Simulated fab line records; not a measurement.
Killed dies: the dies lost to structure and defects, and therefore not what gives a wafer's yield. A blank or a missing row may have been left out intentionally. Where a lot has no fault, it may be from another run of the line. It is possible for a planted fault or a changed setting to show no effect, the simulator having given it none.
Split-lot trial ; flow n5Finfet ; 21 wafers read across 7 lots, on a route 1938 steps long

## ABOUT THE SPLIT
At N5_BEOL_M10_COAT_63 (time 60 s, resist thk 100 nm), the setting spinRpm was moved away from the recipe's 1500 rpm on 6 of the 21 wafers read, by -9.3% to +10.2%. This setting was run at the recipe's value on the other wafers.

## FROM THE SPLIT TO THE READING: what the file shows between them, 7 steps
- N5_BEOL_M10_COAT_64: time 60 s, resist thk 30 nm (also split here: spinRpm)
- N5_BEOL_M10_COAT_22: resist thk 90 nm
- N5_BEOL_M10_EBR_24
- N5_BEOL_M10_DESCUM_33: chemistry O2, time 7.9 s
- N5_BEOL_M10_ETCH_65: etches SiARC in CF4, target depth 39 nm, time 65 s
- N5_BEOL_M10_ETCH_66: etches SOC in N2/H2, target depth 120 nm, overetch 24 nm, time 180 s
- N5_BEOL_M10_STRIP_69: strips in N2/H2

## THE READING
SOC_of_BEOL_M10_COAT_63.thkNm (the simulator's own value, which no gauge read), in nm, at N5_BEOL_M10_VIA_ETCH_34 (etches SiCOH lowk in C4F6/O2, target depth 184.5 nm, time 69.2 s). The file gives no usual value for it. Across the 15 wafers here that went through the recipe, the average is 92.0 nm and the standard deviation 0.32 nm.

wafer;tool, chamber at the split;spinRpm as run, rpm;against the recipe;SOC_of_BEOL_M10_COAT_63.thkNm, nm;against lot-mates on the recipe
L076.1;lithoTrack-01, 0;1500;recipe;92;-
L076.4;lithoTrack-01, 0;1500;recipe;92.2;-
L076.6;lithoTrack-01, 0;1500;recipe;91.8;-
L077.4;lithoTrack-04, 0;1500;recipe;92.4;-
L077.5;lithoTrack-04, 0;1500;recipe;92.2;-
L077.6;lithoTrack-04, 0;1500;recipe;92.2;-
L078.1;lithoTrack-01, 0;1500;recipe;91.8;-
L078.3;lithoTrack-01, 0;1500;recipe;91.8;-
L078.5;lithoTrack-01, 0;1500;recipe;91.4;-
L083.2;lithoTrack-04, 0;1365;-9.0%;96.6;+4.5
L083.4;lithoTrack-04, 0;1500;recipe;92;-
L083.6;lithoTrack-04, 0;1500;recipe;92.2;-
L089.2;lithoTrack-01, 0;1500;recipe;92.4;-
L089.4;lithoTrack-01, 0;1360;-9.3%;97.6;+5.2
L089.6;lithoTrack-01, 0;1360;-9.3%;97.2;+4.8
L090.1;lithoTrack-01, 0;1562;+4.1%;90.2;-2.0
L090.5;lithoTrack-01, 0;1562;+4.1%;90.2;-2.0
L090.3;lithoTrack-01, 0;1500;recipe;92.2;-
L096.2;lithoTrack-04, 0;1653;+10.2%;87.2;-4.3
L096.5;lithoTrack-04, 0;1500;recipe;91.6;-
L096.6;lithoTrack-04, 0;1500;recipe;91.4;-

FIT RESULTS
A straight line over all 21 wafers: SOC_of_BEOL_M10_COAT_63.thkNm changes by -0.522 nm for each +1% of spinRpm; r = -0.99; the points scatter about the line by 0.37 nm.
The same after taking each lot's own level away (the mean of its wafers on the recipe; 21 wafers): -0.492 nm for each +1%; r = -0.99; scatter 0.24 nm.
According to that fit, moving spinRpm by its largest amount changes the reading by 5 nm.
From 91.50 to 92.40 nm: that is the span of the lots' own levels, equal to 2.8 times the standard deviation above.
So the lot-to-lot level changes the slope little: the two slopes agree.
Check: with one of the wafers moved furthest among these (+10.2%) left out of the fit, the line predicts -5.26 nm for it against its lot-mates. Against them it came out at -4.3 nm.

## ADDITIONAL SPLITS CARRIED BY THESE WAFERS
These wafers also went through other splits before the reading. Each is held against what the fit with the lots' levels taken away leaves over:
other split on the same wafers;wafers away from the commonest value;r with SOC_of_BEOL_M10_COAT_63.thkNm (lot level and that fit taken away)
N5_BEOL_M9_ETCH_66 timeS;9;-0.18
N5_BEOL_M10_COAT_64 spinRpm;5;-0.24

## THE WHOLE CHAIN: every reading that the file lists as answering this split, in the file's order
step;what it does;reading;change (the file's fit);r (the file's)
N5_BEOL_M10_COAT_63;time 60 s, resist thk 100 nm;SOC_of_BEOL_M10_COAT_63.thkNm (the simulator's own value, which no gauge read);-0.498 nm for each +1% of the setting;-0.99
N5_BEOL_M10_ETCH_66;etches SOC in N2/H2, target depth 120 nm, overetch 24 nm, time 180 s;etch.depthNm (the simulator's own value, which no gauge read);-0.493 nm for each +1% of the setting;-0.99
N5_BEOL_M10_VIA_ETCH_34;etches SiCOH lowk in C4F6/O2, target depth 184.5 nm, time 69.2 s;SOC_of_BEOL_M10_COAT_63.thkNm (the simulator's own value, which no gauge read);-0.482 nm for each +1% of the setting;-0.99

## FILE'S OWN FIT
SOC_of_BEOL_M10_COAT_63.thkNm changes by -0.482 nm for each +1% of spinRpm, r = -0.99.
